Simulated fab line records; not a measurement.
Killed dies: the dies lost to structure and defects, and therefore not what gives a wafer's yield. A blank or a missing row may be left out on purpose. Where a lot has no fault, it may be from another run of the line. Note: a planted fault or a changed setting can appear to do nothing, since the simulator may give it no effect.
Which tool is to blame? + flow nand_harc + route of 1302 steps, sampled at 1 step: 11 lots, 32 wafers

## WHAT THE GAUGES SHOWED, per wafer
NHARC_A_M0_INSPECT_11.
| lot  | measured     | on                | raw_defect_count |
|------|--------------|-------------------|------------------|
| L741 | day 23 22:22 | defect_inspect-01 | 53 74 79         |
| L744 | day 25 00:43 | defect_inspect-02 | 79 50 78         |
| L748 | day 26 06:55 | defect_inspect-02 | 117 135 104      |
| L749 | day 26 12:34 | defect_inspect-02 | 82 91            |
| L751 | day 27 06:46 | defect_inspect-02 | 17 18 13         |
| L756 | day 29 13:16 | defect_inspect-02 | 108 115 134      |
| L755 | day 29 14:36 | defect_inspect-02 | 61 69 62         |
| L757 | day 30 01:39 | defect_inspect-01 | 153 163 126      |
| L758 | day 30 15:41 | defect_inspect-02 | 83 100 69        |
| L761 | day 31 22:05 | defect_inspect-01 | 100 82 74        |
| L762 | day 32 19:54 | defect_inspect-02 | 117 122 114      |

## WHAT TOOL EACH LOT RAN ON (gives the tool, then ch and the chambers of the sampled wafers, and finally the start)
Record: no process step prior to these readings.

## THE ANSWER, worked out from the rows above alone
Rule: usual is defined by the lots themselves. Put in order of their means at a reading, lots are off if they are a third of the lots or fewer, leave a main group of 4 or more, and stand apart from it by a gap of 3 or more times the standard deviation of the main group's means; of several such gaps the widest counts. Not used: any main group whose means are identical at the precision the tables above print for the reading. Also off: a lot with no number at a reading for which 4 or more lots have one. The other lots that the step has rows for count as sound.
None of the lots is off at any reading shown; this tells nothing.

## WHAT WAS PUT IN BY THE SIMULATOR
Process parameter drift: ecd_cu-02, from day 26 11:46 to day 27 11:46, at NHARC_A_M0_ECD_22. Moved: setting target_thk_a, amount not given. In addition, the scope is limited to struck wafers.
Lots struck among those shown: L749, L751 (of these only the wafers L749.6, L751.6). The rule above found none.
